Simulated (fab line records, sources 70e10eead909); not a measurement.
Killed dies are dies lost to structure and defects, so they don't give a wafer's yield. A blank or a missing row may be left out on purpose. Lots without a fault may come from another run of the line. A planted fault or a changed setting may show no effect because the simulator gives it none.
A struck lot beside a sound one | flow nand_harc | 29 steps out of a route of 1302
Sound: wafers L798.1, L798.2, L798.6. Struck: wafers L802.1, L802.2, L802.5. The cause comes at the end.
At each step with rows: each side's tool, then ch and its chambers, then its first start. Under that, the readings that differ: sound wafers | struck wafers | difference of the means | sigmas: that difference in standard deviations of wafers without a fault.
alike: readings whose means differ by less than 2 such deviations, and words and numbers that are the same on both sides. not compared: withheld readings, readings that some wafer has no value for, bounds like >300 that may hide the same value, and numbers for which the record gives no deviation and whose values overlap.
The two part at a step that has a row with sigmas, a row that says differs or no value, or rows on one side only. Numbers that don't overlap but have no deviation are shown without sigmas and don't part them. A reading that every wafer of one side lacks parts them only if that side has two wafers or more.

first, 1 step without rows for these wafers: NHARC_P_ZERO_WELL_SRD_69.
NHARC_P_ZERO_WELL_RTA_42: time 300 s.
  sound on rtp_anneal-01 ch 0, day 6 06:57; struck on rtp_anneal-02 ch 0, day 7 23:05
  reading            | sound                | struck               | difference | sigmas
  lamp_power_pct (%) | 39.2 39.2 39.2       | 40.7 40.6 40.7       | +1.5       | +2
  wafer_temp_C_max   | 1103.8 1102.9 1103.0 | 1104.5 1107.1 1106.2 | +2.7       | +2
  alike: anneal_temp_c_max
NHARC_P_ZERO_WELL_INSPECT_43:
  sound on defect_inspect-02, day 6 07:37; struck on defect_inspect-01, day 7 23:45
  alike: raw_defect_count
then, 9 steps without rows for these wafers: NHARC_P_STI_ETCH_26 (etches SiO2 in dHF, target depth 11 nm); NHARC_P_STI_PRECLEAN_27 (cleans in SC1); NHARC_P_STI_SRD_28; NHARC_P_STI_OXIDE_29 (material SiO2, target thk 10 nm, ox time 1362 s); NHARC_P_STI_HM_DEP_30 (deposits Si3N4, target thk 80 nm, time 873 s); NHARC_P_STI_DEHYDRATE_01 (time 120 s); NHARC_P_STI_HMDS_02 (time 30 s); NHARC_P_STI_COAT_41 (time 65 s); NHARC_P_STI_COAT_03 (resist thk 600 nm).
NHARC_P_STI_SOFTBAKE_04: time 70 s.
  sound on litho_track-03 ch 0, day 6 22:00; struck on litho_track-03 ch 0, day 8 16:00
  reading                  | sound             | struck            | difference | sigmas
  heater_power_total_W (W) | 202.7 198.9 199.1 | 180.6 180.7 180.9 | -19.5      | -14
  alike: resist_line_temp_C
then, 4 steps without rows for these wafers: NHARC_P_STI_EBR_05; NHARC_P_STI_EXPOSE_06 (exposes mask P STI, target cd 200 nm); NHARC_P_STI_PEB_07 (peb time 80 s); NHARC_P_STI_DEVELOP_08 (time 50 s).
NHARC_P_STI_CD_MEAS_09: target cd 200 nm.
  sound on cd_sem-03 ch 0, day 6 22:39; struck on cd_sem-02 ch 0, day 8 16:35
  reading    | sound             | struck            | difference | sigmas
  cd_nm (nm) | 200.5 199.6 199.3 | 183.7 179.8 181.9 | -18.0      | -12
NHARC_P_STI_OVL_MEAS_10:
  sound on overlay-01, day 6 22:44; struck on overlay-02, day 8 16:40
  reading           | sound     | struck   | difference | sigmas
  overlay_x_nm (nm) | -9 -9 -10 | 12 12 12 | +21        | +3
  alike: overlay_y_nm
NHARC_P_STI_INSPECT_11:
  sound on defect_inspect-01, day 6 22:47; struck on defect_inspect-01, day 8 16:43
  alike: raw_defect_count
then, 1 step without rows for these wafers: NHARC_P_STI_HARDBAKE_13 (time 65 s).
NHARC_P_STI_DESCUM_14: chemistry O2, time 3 s.
  sound on rie_diel-10 ch 1,2,3, day 6 22:56; struck on rie_diel-10 ch 1,2, day 8 16:51
  reading                | sound             | struck          | difference | sigmas
  model.P_STI.cd_nm (nm) | 200.5 199.5 199.3 | 183.2 179.7 181 | -18.5      |
  alike: chamber_pressure_mTorr, drypump_motor_current_A, oes_product_au, rf_vpp_V, showerhead_plenum_p_Torr, throttle_valve_pct
  not compared: rf_hours_counter_h
NHARC_P_STI_ETCH_42: etches the open film in N2/H2, target depth 80 nm, overetch 24 nm, time 61 s.
  sound on rie_diel-10 ch 0,1, day 6 23:00; struck on rie_diel-10 ch 0,1,2, day 8 16:56
  alike: chamber_pressure_mTorr, drypump_motor_current_A, oes_product_au, rf_fwd_power_W, rf_vpp_V, showerhead_plenum_p_Torr, throttle_valve_pct
  not compared: rf_hours_counter_h
NHARC_P_STI_ETCH_31: etches the open film in CF4/CHF3, target depth 108.9 nm, time 54.5 s.
  sound on rie_diel-10 ch 0,1; struck on rie_diel-10 ch 0,1
  alike: chamber_pressure_mTorr, chf3_flow_sccm, drypump_motor_current_A, oes_product_au, rf_fwd_power_W, rf_vpp_V, showerhead_plenum_p_Torr, throttle_valve_pct
  not compared: rf_hours_counter_h
NHARC_P_STI_ETCH_15: etches the open film in HBr/Cl2, target depth 300 nm, time 100.1 s.
  sound on rie_si-01 ch 0,1,2, day 6 23:13; struck on rie_si-01 ch 0,2, day 8 17:07
  reading                | sound             | struck            | difference | sigmas
  model.P_STI.cd_nm (nm) | 199.9 198.5 198.7 | 182.8 179.2 179.7 | -18.5      |
  alike: chamber_pressure_mTorr, drypump_motor_current_A, oes_product_au, rf_fwd_power_W, throttle_valve_pct
  not compared: rf_hours_counter_h
NHARC_P_STI_CD_MEAS_16:
  sound on cd_sem-02, day 6 23:22; struck on cd_sem-02, day 8 17:17
  reading    | sound             | struck            | difference | sigmas
  cd_nm (nm) | 199.8 198.7 198.5 | 182.9 179.3 179.7 | -18.4      | -11
NHARC_P_STI_OCD_MEAS_17:
  sound on ocd-02, day 6 23:27; struck on ocd-02, day 8 17:22
  reading                | sound             | struck            | difference | sigmas
  trench_foot_cd_nm (nm) | 158.7 156.8 157.6 | 141.2 138.3 139.4 | -18.1      | -11
  alike: trench_depth_nm
then, 1 step without rows for these wafers: NHARC_P_STI_STRIP_19 (strips in SPM, time 900 s).
-- the record jumps here: 22 days lie between the struck wafers' starts before and after (it left off in module P_STI and takes up again in module END, whose first step shown is number 1302 of the route) --
NHARC_END_SORT_01:
  the record has rows for the struck wafers here (prober-02 ch 0, day 30 15:44) and none for the sound ones

WHERE THEY PART
First at NHARC_P_ZERO_WELL_RTA_42; last, within this record, at NHARC_END_SORT_01.

WHY: what the simulator had put in
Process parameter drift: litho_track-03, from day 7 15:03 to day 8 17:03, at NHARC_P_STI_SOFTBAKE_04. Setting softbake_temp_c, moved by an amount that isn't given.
